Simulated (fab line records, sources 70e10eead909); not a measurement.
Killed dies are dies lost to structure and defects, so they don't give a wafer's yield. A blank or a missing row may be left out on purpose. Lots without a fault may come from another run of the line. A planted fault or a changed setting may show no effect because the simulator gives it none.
A struck lot beside a sound one | flow nand_harc | 19 steps out of a route of 1302
Sound: wafers L967.2, L967.5, L967.6. Struck: wafers L958.3, L958.6. (L958.5 of the same lot was not struck and is left out.) The cause comes at the end.
At each step with rows: each side's tool, then ch and its chambers, then its first start. Under that, the readings that differ: sound wafers | struck wafers | difference of the means | sigmas: that difference in standard deviations of wafers without a fault.
alike: readings whose means differ by less than 2 such deviations, and words and numbers that are the same on both sides. not compared: withheld readings, readings that some wafer has no value for, bounds like >300 that may hide the same value, and numbers for which the record gives no deviation and whose values overlap.
The two part at a step that has a row with sigmas, a row that says differs or no value, or rows on one side only. Numbers that don't overlap but have no deviation are shown without sigmas and don't part them. A reading that every wafer of one side lacks parts them only if that side has two wafers or more.

NHARC_A_DECK1_JOINT_CMP_13: polishes, target thk 51.023 nm.
  sound on cmp-03 ch 0,1,2, day 17 10:28; struck on cmp-04 ch 0, day 13 18:20
  reading             | sound          | struck  | difference | sigmas
  motor_current_A (A) | 11.3 11.9 12.0 | 9.2 9.4 | -2.4       | -3
  alike: time_to_endpoint_s
NHARC_A_DECK1_JOINT_THK_MEAS_14: measures by ellipsometry.
  sound on film_metro-01, day 17 10:40; struck on film_metro-02, day 13 18:34
  alike: thk_nm
then, 1 step without rows for these wafers: NHARC_A_DECK1_JOINT_SRD_04.
NHARC_A_DECK1_JOINT_ETCHBACK_00: etches the open film in HBr, target depth 30 nm, time 17.4 s.
  sound on rie_si-02 ch 0,2,3, day 17 10:50; struck on rie_si-01 ch 0,2, day 13 18:43
  reading                     | sound       | struck  | difference | sigmas
  drypump_motor_current_A (A) | 6.4 6.4 6.2 | 5.1 4.8 | -1.4       | -3
  alike: oes_product_au, throttle_valve_pct
  not compared: rf_hours_counter_h
then, 8 steps without rows for these wafers: NHARC_A_DECK1_JOINT_PRECLEAN_30 (cleans in SC1); NHARC_A_DECK1_JOINT_SRD_31; NHARC_A_DECK1_JOINT_CVD_34 (deposits SiNx, target thk 20 nm); NHARC_A_DECK1_JOINT_DEP_06 (deposits SiOx, target thk 80 nm); NHARC_A_DECK1_JOINT_CURE_26 (time 32 s); NHARC_A_DECK1_JOINT_ANNEAL_27 (time 3600 s); NHARC_A_DECK1_JOINT_ANNEAL_28 (time 1800 s); NHARC_A_DECK1_JOINT_ANNEAL_29 (time 1800 s).
NHARC_A_DECK1_JOINT_CMP_02: polishes SiOx.
  sound on cmp-04 ch 1,2,3, day 18 10:43; struck on cmp-02 ch 1, day 14 19:10
  alike: motor_current_A
then, 1 step without rows for these wafers: NHARC_A_DECK1_JOINT_SRD_15.
NHARC_A_DECK1_JOINT_DEP_16: deposits SiO2, target thk 45 nm.
  sound on pecvd-01 ch 1,2, day 18 11:04; struck on pecvd-03 ch 0,1, day 14 19:32
  alike: chamber_pressure_Torr, heater_power_w, throttle_valve_pct
NHARC_A_DECK1_JOINT_THK_MEAS_17: measures by ellipsometry.
  sound on film_metro-02, day 18 11:20; struck on film_metro-02, day 14 19:49
  alike: thk_nm
NHARC_A_DECK1_JOINT_INSPECT_05:
  sound on defect_inspect-02, day 18 11:22; struck on defect_inspect-02, day 14 19:51
  reading          | sound       | struck    | difference | sigmas
  raw_defect_count | 549 290 347 | 1592 1574 | +1188      | +8
then, 1 step without rows for these wafers: NHARC_A_ONON_D2_DEP_00 (target thk 1000 nm).
-- the record jumps here: 11 days lie between the struck wafers' starts before and after (it left off in module A_ONON_D2 and takes up again in module END, whose first step shown is number 1302 of the route) --
NHARC_END_SORT_01:
  sound on prober-02 ch 0, day 30 09:49; struck on prober-01 ch 0, day 26 07:39
  reading         | sound    | struck  | difference | sigmas
  killed_at_array | 52 52 70 | 520 493 | +448       | +28
  killed_dies     | 52 57 73 | 521 496 | +448       | +28
  alike: killed_at_other, killed_at_periphery, killed_open, killed_short

WHERE THEY PART
First at NHARC_A_DECK1_JOINT_CMP_13; last, within this record, at NHARC_END_SORT_01.

WHY: what the simulator had put in
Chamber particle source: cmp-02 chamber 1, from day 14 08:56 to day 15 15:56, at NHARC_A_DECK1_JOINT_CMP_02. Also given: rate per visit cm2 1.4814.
